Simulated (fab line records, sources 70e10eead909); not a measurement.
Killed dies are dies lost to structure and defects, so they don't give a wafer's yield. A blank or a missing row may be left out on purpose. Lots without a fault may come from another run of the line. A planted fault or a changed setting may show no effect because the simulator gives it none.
fab line records | flow nand_harc
record lots=24 wafers=72 last_day=24
route steps=1159 shown A_CONTACT@897
lots that met no fault: from a run of the same line without faults
start_h: hours from the record's first day to the start of the lot's first wafer shown | wait_h: hours since the lot's step before | " the same as in the row above | L1.1+2: a row that stands for several wafers | - no value, or no start given | * or withheld: withheld | < > ~ a bound
route shown NAME@n: a module of which the file shows steps, and the number in the route of the first | usual: mean/standard deviation of fault-free wafers | same: alike in all rows | chamber/n: place in a boat | sites: the reading at each site | _std_site: their standard deviation | _edge_site: outer sites' mean less inner sites' | radius_mm: how far each site lies from the wafer's centre | mask NAME#n: copy n | behind: the tool/chamber that last shaped the wafer | hold: why the lot was held/for how many hours/how that ended | device: the transistor (n, p or np) that didn't switch | end of line: the same wafers' tests at the end of the route | a step without rows: its recipe alone | killed: dies lost to structure and defects at the first sort, not the wafer's yield | map: a wafer's dies, x killed, . not, _ none there
set.NAME: the setting as run; set.NAME@STEP: as run at that earlier step | model.NAME: the simulator's own value behind a step, which no gauge read
steps of the route over a sample of lots; a table a step, a row a wafer
services: from which hour (start_h, from the record's first day; less than 0 if before it) a tool's chamber was out of use, for how many hours, and why
## steps
# step NHARC_A_CONTACT_OVL_MEAS_70
# usual overlay_x_nm=-0.1/0.62 overlay_y_nm=0.0/0.74
# columns lot.wafer tool chamber start_h wait_h overlay_x_nm overlay_y_nm
L074.1 overlay-02 - 369.89 - -0.4 -1.0
L074.5 " - " " -0.5 -0.9
L074.6 " - " " -0.2 -0.5
L077.1 overlay-01 - 383.01 - 0.1 0.8
L077.5 " - " " 0.0 0.9
L077.6 " - " " -0.3 0.1
L075.1 overlay-02 - 383.45 - 0.5 -0.3
L075.2 " - " " 0.3 0.0
L075.4 " - " " 0.7 0.0
L079.1 overlay-01 - 386.68 - -0.6 1.5
L079.2 " - " " -0.4 1.1
L079.3 " - " " -0.4 1.1
L078.1 overlay-01 - 387.31 - 0.7 -0.6
L078.2 " - " " 0.1 -1.0
L078.6 " - " " 0.2 -1.0
L076.2 overlay-01 - 389.62 - 0.5 0.0
L076.4 " - " " 0.4 0.1
L076.6 " - " " 0.2 -0.6
L080.2 overlay-01 - 415.63 - -0.3 -0.6
L080.5 " - " " -0.7 -0.5
L080.6 " - " " -0.5 -0.2
L082.1 overlay-01 - 424.46 - 0.6 -0.5
L082.3 " - " " -0.1 -0.2
L082.6 " - " " 0.6 0.3
L081.1 overlay-02 - 427.29 - 0.2 0.3
L081.5 " - " " 0.8 0.1
L081.6 " - " " 0.9 0.8
L083.4 overlay-01 - 431.20 - -0.9 -0.6
L083.5 " - " " -1.0 0.0
L083.6 " - " " -0.9 0.1
L086.2 overlay-02 - 440.53 - -2.6 -0.7
L086.5 " - " " -1.9 -0.3
L086.6 " - " " -1.6 -1.0
L084.1 overlay-02 - 441.53 - 0.1 0.2
L084.4 " - " " -0.2 -0.3
L084.6 " - " " 0.3 0.2
L085.2 overlay-01 - 444.07 - 0.0 0.0
L085.4 " - " " -0.5 -0.6
L085.6 " - " " -0.3 -0.4
L089.3 overlay-01 - 468.70 - 0.1 0.9
L089.4 " - " " -0.4 0.5
L089.6 " - " " 0.2 0.5
L087.1 overlay-01 - 468.95 - -0.1 0.3
L087.4 " - " " 0.2 0.4
L087.6 " - " " 0.3 0.0
L091.1 overlay-01 - 472.27 - -0.3 0.2
L091.3 " - " " -0.3 0.1
L091.6 " - " " -0.9 0.4
L090.1 overlay-01 - 473.98 - -0.3 -0.6
L090.5 " - " " 0.5 -0.6
L090.6 " - " " -0.4 -0.8
L088.3 overlay-02 - 479.31 - -0.1 -0.2
L088.4 " - " " -0.3 -0.3
L088.5 " - " " -0.2 -0.4
L093.1 overlay-02 - 484.42 - 0.0 -1.7
L093.2 " - " " 0.6 -1.5
L093.4 " - " " 0.1 -2.0
L095.1 overlay-02 - 486.60 - -0.2 0.5
L095.5 " - " " -0.2 0.9
L095.6 " - " " 0.1 0.5
L094.2 overlay-02 - 492.21 - 0.1 -0.1
L094.3 " - " " -0.1 -0.1
L094.6 " - " " 0.7 0.2
L092.1 overlay-01 - 504.00 - 0.9 0.4
L092.5 " - " " 0.7 0.1
L092.6 " - " " -0.1 0.2
L097.3 overlay-02 - 509.18 - 0.1 1.7
L097.5 " - " " 0.0 1.3
L097.6 " - " " -0.1 1.4
L096.3 overlay-02 - 511.17 - -0.8 -0.4
L096.4 " - " " -0.6 -0.6
L096.6 " - " " -0.3 0.0
# step NHARC_A_CONTACT_ETCH_75
# recipe target_depth_a=390 over_etch_frac=0.3 time_s=65 ion_energy_ev=80 cf4_flow_sccm=150 ar_flow_sccm=0 rf_w=300 bias_w=100 chemistry=CF4
# usual drypump_motor_current_A=5.8/0.54 oes_product_au=0.999/0.0081 rf_vpp_V=151.4/1.3 showerhead_plenum_p_Torr=1.79/0.073 throttle_valve_pct=13.282/0.0081
# columns lot.wafer tool chamber start_h wait_h drypump_motor_current_A oes_product_au rf_hours_counter_h rf_vpp_V showerhead_plenum_p_Torr throttle_valve_pct
L074.1 rie_diel-06 3 370.08 0.1 6.6 0.993 25 153.8 1.85 13.281
L074.5 " 1 " " 5.4 0.995 - 149.5 1.65 13.276
L074.6 " 2 " " 5.0 1.008 - 152.2 1.85 13.287
L077.1 rie_diel-06 1 383.28 0.1 5.4 0.995 27 150.1 1.65 13.291
L077.6 " 0 " " 5.3 1.004 - 151.1 1.74 13.291
L077.5 " 1 " " 5.4 1.003 - 150.7 1.65 13.287
L075.2 rie_diel-13 1 383.68 0.1 6.2 0.995 39 149.6 1.72 13.285
L075.1 " 3 " " 6.4 0.990 42 153.3 1.82 13.274
L075.4 " 0 " " 5.9 0.985 41 154.1 1.90 13.286
L079.3 rie_diel-05 0 386.86 0.1 6.1 0.996 15 152.9 1.87 13.275
L079.2 " 1 " " 5.9 1.000 14 151.2 1.85 13.288
L079.1 " 3 " " 6.3 0.982 15 150.7 1.78 13.279
L078.2 rie_diel-06 0 387.50 0.1 5.3 0.995 26 151.6 1.74 13.272
L078.1 " 2 " " 5.0 1.005 28 151.2 1.85 13.278
L078.6 " 0 " " 5.3 1.012 - 150.9 1.74 13.286
L076.2 rie_diel-06 3 389.81 0.1 6.6 0.997 29 153.5 1.85 13.295
L076.4 " 1 " " 5.4 0.989 28 149.8 1.65 13.277
L076.6 " 0 " " 5.3 0.989 - 149.7 1.74 13.289
L080.2 rie_diel-06 1 415.83 0.1 5.4 1.000 30 150.2 1.65 13.281
L080.5 " 2 " " 5.0 1.000 - 152.2 1.85 13.271
L080.6 " 3 " " 6.6 0.990 - 152.8 1.84 13.283
L082.3 rie_diel-13 1 424.65 0.1 6.3 0.991 52 151.0 1.71 13.269
L082.1 " 3 " " 6.3 1.006 55 152.5 1.82 13.288
L082.6 " 1 " " 6.2 0.999 - 152.1 1.71 13.270
L081.1 rie_diel-06 2 427.49 0.1 5.0 1.007 0 150.9 1.85 13.275
L081.6 " 3 " " 6.6 1.015 - 151.3 1.84 13.271
L081.5 " 0 " " 5.3 0.997 - 150.9 1.74 13.281
L083.4 rie_diel-05 1 431.44 0.1 5.9 1.002 31 152.3 1.84 13.292
L083.5 " 3 " " 6.3 0.983 - 150.9 1.77 13.289
L083.6 " 0 " " 6.1 0.996 - 152.1 1.86 13.291
L086.2 rie_diel-05 1 440.72 0.1 5.9 0.985 36 152.8 1.84 13.287
L086.6 " 0 " " 6.1 0.985 - 151.1 1.86 13.274
L086.5 " 1 " " 5.9 0.993 - 152.2 1.84 13.283
L084.4 rie_diel-13 0 441.73 0.1 5.9 0.988 58 152.6 1.89 13.292
L084.1 " 1 " " 6.2 0.980 57 150.1 1.71 13.294
L084.6 " 2 " " 5.8 0.990 - 151.9 1.77 13.289
L085.2 rie_diel-06 2 444.26 0.1 5.0 1.007 3 152.5 1.84 13.275
L085.4 " 1 " " 5.4 1.006 3 150.1 1.65 13.280
L085.6 " 3 " " 6.6 1.011 - 152.3 1.84 13.281
L089.3 rie_diel-06 3 468.89 0.1 6.6 0.987 8 152.3 1.84 13.282
L089.4 " 0 " " 5.3 0.998 8 150.6 1.74 13.287
L089.6 " 2 " " 5.0 0.998 - 152.5 1.84 13.302
L087.4 rie_diel-05 1 469.14 0.1 5.9 0.995 45 152.1 1.84 13.299
L087.1 " 2 " " 5.6 0.999 46 150.6 1.76 13.277
L087.6 " 1 " " 5.9 0.993 - 151.7 1.84 13.282
L091.3 rie_diel-06 2 472.58 0.2 5.0 1.000 9 153.4 1.84 13.285
L091.1 " 0 " " 5.3 0.998 8 150.6 1.74 13.277
L091.6 " 2 " " 5.0 0.998 - 153.3 1.84 13.291
L090.1 rie_diel-06 2 474.17 0.1 5.0 1.008 9 151.6 1.84 13.296
L090.6 " 1 " " 5.4 1.003 - 149.1 1.65 13.270
L090.5 " 2 " " 5.0 1.014 - 151.1 1.84 13.271
L088.4 rie_diel-13 1 479.55 0.1 6.2 0.994 6 150.0 1.71 13.274
L088.3 " 2 " " 5.8 1.003 8 151.0 1.77 13.294
L088.5 " 2 " " 5.8 0.998 - 151.1 1.77 13.281
L093.2 rie_diel-06 2 484.61 0.1 5.0 1.003 13 152.6 1.84 13.284
L093.1 " 3 " " 6.6 1.006 10 152.3 1.84 13.291
L093.4 " 1 " " 5.5 1.002 12 150.0 1.65 13.292
L095.1 rie_diel-06 3 486.79 0.1 6.7 1.004 11 152.8 1.84 13.275
L095.6 " 2 " " 5.1 1.016 - 151.6 1.84 13.280
L095.5 " 3 " " 6.6 1.006 - 152.5 1.84 13.281
L094.2 rie_diel-13 1 492.41 0.1 6.2 0.988 10 151.1 1.71 13.286
L094.3 " 2 " " 5.8 0.983 11 150.9 1.77 13.278
L094.6 " 0 " " 5.9 0.999 - 153.2 1.89 13.285
L092.1 rie_diel-13 0 504.20 0.1 5.9 0.994 14 153.2 1.89 13.274
L092.6 " 2 " " 5.8 0.992 - 151.5 1.76 13.280
L092.5 " 3 " " 6.3 0.997 - 152.6 1.81 13.274
L097.3 rie_diel-06 3 509.37 0.1 6.6 0.994 15 150.7 1.84 13.281
L097.5 " 2 " " 5.0 1.011 - 150.8 1.84 13.281
L097.6 " 3 " " 6.6 1.000 - 151.9 1.84 13.290
L096.3 rie_diel-06 2 511.36 0.1 5.0 1.006 19 152.2 1.84 13.278
L096.4 " 0 " " 5.3 1.009 17 151.7 1.74 13.281
L096.6 " 2 " " 5.0 1.002 - 153.3 1.84 13.275
# step NHARC_A_CONTACT_ETCH_133
# recipe source_w=withheld pressure_mtorr=20 bias_v=400 time_s=195 target_depth_a=8400 ar_flow_sccm=withheld c4f8_flow_sccm=11.5 o2_flow_sccm=7.2 chemistry=C4F8/O2/Ar
# columns lot.wafer tool chamber start_h wait_h rf_hours_counter_h
L074.1 har_cap_etch-01 0 372.49 0.1 57
L074.5 " 1 " " -
L074.6 " 0 " " -
L077.1 har_cap_etch-01 0 385.72 0.1 61
L077.5 " 1 " " -
L077.6 " 0 " " -
L075.1 har_cap_etch-02 0 386.30 0.1 12
L075.2 " 1 " " 12
L075.4 " 1 " " -
L079.2 har_cap_etch-03 0 389.23 0.1 87
L079.1 " 1 " " 87
L079.3 " 0 " " -
L078.1 har_cap_etch-01 1 389.88 0.1 62
L078.2 " 0 " " 62
L078.6 " 1 " " -
L076.2 har_cap_etch-02 0 392.22 0.1 13
L076.4 " 0 " " -
L076.6 " 0 " " -
L080.2 har_cap_etch-03 0 418.19 0.1 90
L080.5 " 0 " " -
L080.6 " 1 " " -
L082.1 har_cap_etch-02 0 427.00 0.1 18
L082.3 " 1 " " -
L082.6 " 0 " " -
L081.1 har_cap_etch-01 1 429.98 0.1 67
L081.6 " 0 " " -
L081.5 " 1 " " -
L083.4 har_cap_etch-01 1 434.29 0.2 -
L083.5 " 1 " " -
L083.6 " 0 " " -
L086.2 har_cap_etch-03 0 443.15 0.1 95
L086.6 " 1 " " -
L086.5 " 0 " " -
L084.1 har_cap_etch-02 1 444.15 0.1 21
L084.4 " 1 " " -
L084.6 " 1 " " -
L085.2 har_cap_etch-03 0 446.80 0.1 96
L085.4 " 1 " " -
L085.6 " 1 " " -
L089.4 har_cap_etch-02 1 471.35 0.2 -
L089.3 " 0 " " -
L089.6 " 1 " " -
L087.1 har_cap_etch-03 1 471.52 0.1 99
L087.4 " 0 " " -
L087.6 " 0 " " -
L091.1 har_cap_etch-02 0 474.96 0.1 25
L091.3 " 1 " " -
L091.6 " 0 " " -
L090.1 har_cap_etch-03 0 476.72 0.1 100
L090.6 " 0 " " -
L090.5 " 1 " " -
L088.3 har_cap_etch-02 1 482.02 0.2 -
L088.4 " 0 " " -
L088.5 " 0 " " -
L093.1 har_cap_etch-02 1 486.98 0.1 29
L093.2 " 0 " " 29
L093.4 " 0 " " -
L095.1 har_cap_etch-03 1 489.16 0.1 104
L095.5 " 1 " " -
L095.6 " 0 " " -
L094.2 har_cap_etch-01 0 494.81 0.1 79
L094.3 " 1 " " -
L094.6 " 1 " " -
L092.1 har_cap_etch-03 1 506.61 0.1 106
L092.5 " 0 " " -
L092.6 " 1 " " -
L097.3 har_cap_etch-03 0 511.91 0.2 -
L097.5 " 1 " " -
L097.6 " 0 " " -
L096.4 har_cap_etch-02 1 513.82 0.2 -
L096.3 " 0 " " -
L096.6 " 1 " " -
# step NHARC_A_CONTACT_ETCH_97
# recipe target_depth_a=200 over_etch_frac=0.5 time_s=10 ion_energy_ev=250 c4f6_flow_sccm=25 o2_flow_sccm=20 ar_flow_sccm=500 rf_w=600 bias_w=500 chemistry=C4F6/O2
# usual drypump_motor_current_A=5.9/0.47 oes_product_au=0.951/0.019 rf_vpp_V=548/3.2 showerhead_plenum_p_Torr=3.98/0.15 throttle_valve_pct=26.904/0.01
# columns lot.wafer tool chamber start_h wait_h drypump_motor_current_A oes_product_au rf_hours_counter_h rf_vpp_V showerhead_plenum_p_Torr throttle_valve_pct
L074.1 rie_diel-06 3 - - 6.6 0.939 26 551 4.09 26.906
L074.6 " 3 " " 6.7 0.938 - 550 4.09 26.911
L074.5 " 0 " " 5.3 0.944 - 546 3.87 26.888
L077.1 rie_diel-06 3 - - 6.7 0.936 29 550 4.09 26.908
L077.6 " 2 " " 5.0 0.946 - 551 4.09 26.896
L077.5 " 3 " " 6.7 0.934 - 550 4.09 26.888
L075.2 rie_diel-13 2 - - 5.8 0.958 38 547 3.94 26.875
L075.1 " 3 " " 6.4 0.952 44 550 4.03 26.901
L075.4 " 0 " " 5.9 0.953 43 551 4.20 26.918
L079.2 rie_diel-13 0 - - 5.9 0.935 43 553 4.20 26.918
L079.3 " 2 " " 5.8 0.934 39 547 3.94 26.916
L079.1 " 3 " " 6.4 0.942 44 549 4.03 26.907
L078.1 rie_diel-05 3 - - 6.3 0.942 16 547 3.94 26.893
L078.2 " 0 " " 6.1 0.967 17 550 4.14 26.887
L078.6 " 3 " " 6.3 0.950 - 548 3.94 26.909
L076.2 rie_diel-13 1 - - 6.3 0.948 42 545 3.81 26.892
L076.4 " 2 " " 5.8 0.952 39 545 3.94 26.898
L076.6 " 3 " " 6.4 0.945 - 549 4.03 26.912
L080.2 rie_diel-13 2 - - 5.8 0.942 48 547 3.93 26.920
L080.6 " 0 " " 5.9 0.953 - 553 4.19 26.905
L080.5 " 1 " " 6.3 0.954 - 545 3.80 26.913
L082.3 rie_diel-06 0 - - 5.3 1.015 0 546 3.87 26.905
L082.1 " 1 " " 5.4 1.011 0 541 3.67 26.909
L082.6 " 1 " " 5.5 1.005 - 541 3.67 26.903
L081.1 rie_diel-06 2 - - 5.1 0.945 1 550 4.09 26.904
L081.5 " 3 " " 6.7 0.932 - 550 4.09 26.886
L081.6 " 0 " " 5.3 0.950 - 544 3.87 26.908
L083.4 rie_diel-13 1 - - 6.2 0.959 55 545 3.80 26.924
L083.6 " 2 " " 5.8 0.956 - 548 3.93 26.895
L083.5 " 3 " " 6.4 0.957 - 548 4.03 26.909
L086.2 rie_diel-06 0 - - 5.3 0.953 3 545 3.87 26.908
L086.6 " 2 " " 5.0 0.950 - 549 4.09 26.918
L086.5 " 3 " " 6.6 0.952 - 551 4.09 26.900
L084.4 rie_diel-05 2 - - 5.7 0.936 37 546 3.90 26.894
L084.1 " 3 " " 6.3 0.925 38 546 3.93 26.916
L084.6 " 3 " " 6.3 0.931 - 547 3.93 26.920
L085.4 rie_diel-05 1 - - 5.9 0.953 38 550 4.08 26.898
L085.2 " 3 " " 6.3 0.947 39 548 3.93 26.895
L085.6 " 1 " " 5.9 0.952 - 551 4.08 26.906
L089.3 rie_diel-06 2 - - 5.1 0.965 9 550 4.09 26.905
L089.4 " 3 " " 6.6 0.955 8 551 4.08 26.896
L089.6 " 2 " " 5.0 0.949 - 551 4.09 26.907
L087.4 rie_diel-05 0 - - 6.1 0.945 47 552 4.12 26.892
L087.1 " 1 " " 5.9 0.949 46 551 4.08 26.911
L087.6 " 1 " " 5.9 0.960 - 551 4.08 26.910
L091.1 rie_diel-05 0 - - 6.1 0.957 49 551 4.12 26.892
L091.3 " 1 " " 5.9 0.936 47 550 4.08 26.914
L091.6 " 2 " " 5.7 0.955 - 546 3.90 26.908
L090.1 rie_diel-06 1 477.45 0.2 5.5 0.944 10 542 3.66 26.914
L090.5 " 1 " " 5.4 0.954 - 542 3.66 26.895
L090.6 " 2 " " 5.1 0.960 - 550 4.09 26.902
L088.3 rie_diel-05 0 482.65 0.1 6.1 0.962 53 551 4.11 26.899
L088.4 " 0 " " 6.1 0.953 - 550 4.11 26.900
L088.5 " 1 " " 5.9 0.954 - 550 4.07 26.918
L093.4 rie_diel-13 3 - - 6.3 0.937 11 549 4.01 26.907
L093.2 " 1 " " 6.3 0.923 9 544 3.79 26.906
L093.1 " 2 " " 5.8 0.925 11 546 3.92 26.912
L095.1 rie_diel-13 0 - - 5.9 0.937 9 552 4.18 26.892
L095.5 " 0 " " 5.9 0.933 - 552 4.18 26.903
L095.6 " 1 " " 6.3 0.942 - 543 3.79 26.908
L094.2 rie_diel-06 2 - - 5.1 1.003 15 550 4.08 26.896
L094.3 " 0 " " 5.3 1.000 14 545 3.86 26.904
L094.6 " 3 " " 6.6 1.005 - 551 4.08 26.892
L092.1 rie_diel-06 1 - - 5.4 0.939 16 542 3.66 26.913
L092.6 " 0 " " 5.3 0.941 - 547 3.86 26.917
L092.5 " 1 " " 5.5 0.938 - 542 3.66 26.898
L097.3 rie_diel-05 2 - - 5.6 0.950 58 544 3.89 26.884
L097.6 " 3 " " 6.2 0.935 - 546 3.91 26.915
L097.5 " 0 " " 6.1 0.956 - 553 4.11 26.918
L096.3 rie_diel-05 0 - - 6.1 0.942 61 552 4.11 26.913
L096.4 " 1 " " 5.9 0.933 61 550 4.07 26.908
L096.6 " 0 " " 6.1 0.942 - 549 4.11 26.878
# step NHARC_A_CONTACT_DEP_85
# recipe target_thk_a=500 target_thk_nm=50 temp_c=400 pressure_torr=3.5 flow_sccm=200 rf_w=350 material=SiON
# usual heater_power_w=745/73
# columns lot.wafer tool chamber start_h wait_h heater_power_w since_wet_clean_h
L074.1 pecvd-01 1 376.44 1.1 852 126
L074.6 " 2 " " 783 -
L074.5 " 0 " " 741 -
L077.1 pecvd-04 2 390.06 1.1 644 0
L077.5 " 2 " " 637 -
L077.6 " 1 " " 765 -
L075.1 pecvd-01 2 390.11 1.1 857 140
L075.2 " 0 " " 791 140
L075.4 " 2 " " 852 -
L079.1 pecvd-04 2 392.20 1.0 600 2
L079.3 " 0 " " 673 2
L079.2 " 1 " " 720 2
L078.2 pecvd-02 2 393.11 1.1 694 45
L078.1 " 0 " " 704 45
L078.6 " 0 " " 702 -
L076.2 pecvd-01 2 395.29 0.9 824 145
L076.6 " 1 " " 758 -
L076.4 " 0 " " 784 -
L080.2 pecvd-04 1 421.82 0.8 684 32
L080.6 " 2 " " 556 -
L080.5 " 0 " " 708 -
L082.3 pecvd-02 0 432.85 0.6 736 85
L082.1 " 2 " " 775 85
L082.6 " 0 " " 730 -
L081.1 pecvd-01 1 436.09 1.1 782 5
L081.6 " 0 " " 655 -
L081.5 " 1 " " 771 -
L083.6 pecvd-01 0 441.05 0.1 770 -
L083.5 " 1 " " 767 -
L083.4 " 2 " " 785 -
L086.2 pecvd-01 2 446.15 0.9 865 15
L086.5 " 1 " " 819 -
L086.6 " 2 " " 868 -
L084.1 pecvd-04 1 448.02 1.1 698 58
L084.6 " 2 " " 524 -
L084.4 " 1 " " 699 -
L085.2 pecvd-01 2 451.77 0.9 791 20
L085.4 " 2 " " 803 -
L085.6 " 2 " " 811 -
L089.3 pecvd-04 1 476.98 0.7 686 87
L089.6 " 1 " " 685 -
L089.4 " 2 " " 588 -
L087.1 pecvd-04 1 478.17 1.1 684 88
L087.6 " 1 " " 683 -
L087.4 " 2 " " 569 -
L091.1 pecvd-02 1 481.25 1.1 766 133
L091.3 " 0 " " 724 133
L091.6 " 2 " " 840 -
L090.1 pecvd-02 1 484.64 1.1 736 137
L090.6 " 0 " " 749 -
L090.5 " 1 " " 738 -
L088.3 pecvd-01 2 488.38 0.6 828 57
L088.5 " 2 " " 827 -
L088.4 " 0 " " 699 -
L093.1 pecvd-02 1 492.70 1.1 693 145
L093.2 " 2 " " 740 145
L093.4 " 0 " " 737 -
L095.1 pecvd-01 2 493.51 1.1 836 62
L095.5 " 1 " " 835 -
L095.6 " 2 " " 811 -
L094.2 pecvd-02 2 497.75 0.9 840 150
L094.3 " 0 " " 842 150
L094.6 " 1 " " 693 -
L092.1 pecvd-01 0 510.42 1.1 692 79
L092.6 " 1 " " 722 -
L092.5 " 2 " " 722 -
L097.3 pecvd-01 2 514.80 0.7 771 83
L097.6 " 1 " " 722 -
L097.5 " 0 " " 773 -
L096.3 pecvd-01 1 517.43 0.7 851 86
L096.6 " 0 " " 767 -
L096.4 " 1 " " 840 -
# step NHARC_A_CONTACT_ETCH_89
# recipe target_depth_a=2600 over_etch_frac=0.3 time_s=475.3 ion_energy_ev=200 n2_flow_sccm=150 h2_flow_sccm=150 ar_flow_sccm=0 rf_w=400 bias_w=150 chemistry=N2/H2
# usual drypump_motor_current_A=5.7/0.57 n2_flow_sccm=150.0/0.49 oes_product_au=1.000/0.0082 rf_vpp_V=430.9/2.8 showerhead_plenum_p_Torr=2.06/0.096 throttle_valve_pct=14.171/0.0089
# columns lot.wafer tool chamber start_h wait_h drypump_motor_current_A n2_flow_sccm oes_product_au rf_hours_counter_h rf_vpp_V showerhead_plenum_p_Torr throttle_valve_pct
L074.1 rie_diel-06 1 - - 5.5 151.1 0.993 26 426.6 1.89 14.178
L074.6 " 1 " " 5.5 149.7 1.006 - 428.3 1.89 14.172
L074.5 " 2 " " 5.0 149.5 1.006 - 435.3 2.14 14.170
L077.1 rie_diel-13 1 - - 6.2 149.9 0.990 42 429.7 1.97 14.170
L077.5 " 3 " " 6.3 149.6 0.998 - 430.7 2.11 14.173
L077.6 " 0 " " 5.9 149.5 0.981 - 435.7 2.20 14.174
L075.4 rie_diel-06 2 - - 5.0 149.8 0.994 30 432.8 2.14 14.188
L075.1 " 3 " " 6.6 150.4 0.989 30 433.7 2.14 14.171
L075.2 " 0 " " 5.3 149.8 0.993 27 429.6 2.01 14.155
L079.3 rie_diel-06 1 - - 5.5 149.7 0.989 29 426.1 1.89 14.174
L079.2 " 2 " " 5.0 149.7 1.004 30 432.5 2.14 14.165
L079.1 " 3 " " 6.6 150.3 0.981 31 433.5 2.14 14.167
L078.2 rie_diel-05 0 - - 6.1 150.9 1.003 18 434.7 2.16 14.164
L078.1 " 2 " " 5.6 150.3 1.007 15 430.2 2.04 14.177
L078.6 " 3 " " 6.2 149.4 1.001 - 430.7 2.05 14.192
L076.4 rie_diel-06 1 - - 5.5 149.6 0.990 30 428.0 1.89 14.166
L076.2 " 2 " " 5.0 149.7 1.003 31 433.5 2.14 14.183
L076.6 " 3 " " 6.6 149.0 0.992 - 433.1 2.14 14.188
L080.2 rie_diel-13 2 - - 5.8 150.4 1.010 49 429.9 2.04 14.176
L080.5 " 1 " " 6.3 149.2 1.001 - 429.0 1.97 14.162
L080.6 " 2 " " 5.8 150.0 1.002 - 430.7 2.04 14.160
L082.1 rie_diel-06 3 - - 6.6 150.2 1.008 2 432.2 2.14 14.183
L082.3 " 2 " " 5.0 149.6 1.009 2 432.8 2.14 14.164
L082.6 " 3 " " 6.7 150.4 1.000 - 432.8 2.14 14.170
L081.1 rie_diel-06 0 - - 5.3 150.8 1.010 2 429.9 2.01 14.190
L081.6 " 3 " " 6.7 150.3 1.010 - 434.5 2.14 14.184
L081.5 " 0 " " 5.3 150.0 1.013 - 429.8 2.01 14.173
L083.4 rie_diel-06 1 - - 5.4 149.6 1.000 3 425.4 1.89 14.168
L083.5 " 2 " " 5.0 149.6 0.998 - 433.4 2.14 14.179
L083.6 " 3 " " 6.6 150.0 0.997 - 432.6 2.14 14.169
L086.2 rie_diel-13 3 - - 6.4 150.2 1.004 63 432.0 2.10 14.179
L086.6 " 2 " " 5.8 149.4 1.001 - 429.5 2.04 14.169
L086.5 " 3 " " 6.3 149.7 1.003 - 431.6 2.10 14.171
L084.4 rie_diel-06 2 - - 5.0 149.6 1.001 4 435.1 2.14 14.162
L084.1 " 3 " " 6.7 149.1 1.002 4 432.7 2.13 14.164
L084.6 " 1 " " 5.4 150.1 1.000 - 426.0 1.89 14.174
L085.4 rie_diel-06 3 - - 6.7 149.8 1.003 5 434.8 2.13 14.158
L085.2 " 1 " " 5.5 150.3 1.008 5 425.9 1.89 14.177
L085.6 " 2 " " 5.0 149.9 1.005 - 432.5 2.14 14.176
L089.3 rie_diel-06 2 - - 5.0 150.7 1.000 10 432.6 2.13 14.165
L089.6 " 2 " " 5.0 151.1 1.003 - 433.5 2.13 14.166
L089.4 " 1 " " 5.5 149.1 0.995 - 426.5 1.89 14.177
L087.1 rie_diel-06 0 - - 5.3 149.3 1.015 10 428.1 2.00 14.160
L087.6 " 2 " " 5.0 149.9 1.008 - 433.6 2.13 14.170
L087.4 " 1 " " 5.5 150.4 1.006 - 426.8 1.89 14.177
L091.1 rie_diel-13 0 - - 5.8 149.7 0.990 7 436.4 2.19 14.156
L091.3 " 2 " " 5.8 149.4 1.001 9 430.9 2.04 14.155
L091.6 " 0 " " 5.9 149.7 0.984 - 432.9 2.19 14.167
L090.1 rie_diel-13 3 - - 6.3 150.1 0.992 11 432.4 2.09 14.184
L090.6 " 0 " " 5.9 150.4 0.997 - 433.8 2.19 14.168
L090.5 " 1 " " 6.2 149.2 0.995 - 428.1 1.96 14.180
L088.3 rie_diel-06 1 - - 5.5 149.8 1.004 14 427.3 1.88 14.171
L088.4 " 2 " " 5.0 150.3 1.001 14 433.4 2.13 14.162
L088.5 " 0 " " 5.3 149.6 1.008 - 429.0 2.00 14.159
L093.4 rie_diel-13 1 - - 6.2 150.4 0.992 10 428.0 1.96 14.174
L093.1 " 3 " " 6.3 150.0 0.986 12 433.0 2.09 14.175
L093.2 " 0 " " 5.9 150.1 0.982 10 433.9 2.19 14.162
L095.1 rie_diel-06 3 - - 6.6 150.1 1.007 12 433.4 2.13 14.160
L095.5 " 2 " " 5.0 149.7 1.000 - 433.2 2.13 14.165
L095.6 " 3 " " 6.7 149.9 0.990 - 432.1 2.13 14.158
L094.2 rie_diel-06 2 - - 5.0 149.2 1.008 16 433.3 2.13 14.172
L094.3 " 1 " " 5.4 149.9 0.992 15 427.4 1.88 14.167
L094.6 " 3 " " 6.6 150.2 1.005 - 433.1 2.13 14.167
L092.1 rie_diel-05 2 - - 5.6 149.8 0.994 57 429.8 2.02 14.174
L092.6 " 2 " " 5.6 149.5 1.004 - 429.3 2.02 14.175
L092.5 " 3 " " 6.2 150.0 0.980 - 429.7 2.03 14.173
L097.3 rie_diel-06 2 - - 5.1 150.3 1.003 20 433.7 2.13 14.176
L097.5 " 2 " " 5.0 150.4 1.004 - 431.4 2.13 14.179
L097.6 " 3 " " 6.6 150.4 1.001 - 430.0 2.13 14.178
L096.4 rie_diel-06 3 518.65 - 6.7 149.4 1.011 17 433.1 2.13 14.158
L096.3 " 2 " " 5.0 150.0 1.009 20 432.6 2.13 14.178
L096.6 " 0 " " 5.3 150.1 1.016 - 429.4 2.00 14.186
## services
# columns tool chamber start_h hours kind
rie_diel-06 0 348.22 - clean
rie_diel-06 1 348.22 - clean
rie_diel-06 2 348.22 - clean
rie_diel-06 3 348.22 - clean
rie_diel-06 0 372.72 - clean
rie_diel-06 1 372.72 - clean
rie_diel-06 2 372.72 - clean
rie_diel-06 3 372.72 - clean
rie_diel-05 2 373.55 2.0 repair
pecvd-04 - 376.80 13.0 pm
pecvd-04 - 391.06 0.7 repair
rie_diel-06 0 397.37 - clean
rie_diel-06 1 397.37 - clean
rie_diel-06 2 397.37 - clean
rie_diel-06 3 397.37 - clean
rie_diel-06 - 418.20 9.0 pm
rie_diel-06 0 418.20 9.0 vent_cycle
pecvd-01 - 418.57 13.0 pm
pecvd-01 0 451.17 19.6 repair
rie_diel-13 - 453.14 9.0 pm
rie_diel-06 3 475.93 7.0 repair
rie_diel-05 2 479.22 14.6 repair
pecvd-02 - 511.29 5.7 repair
pecvd-02 - 516.99 13.0 pm
## key
fault none
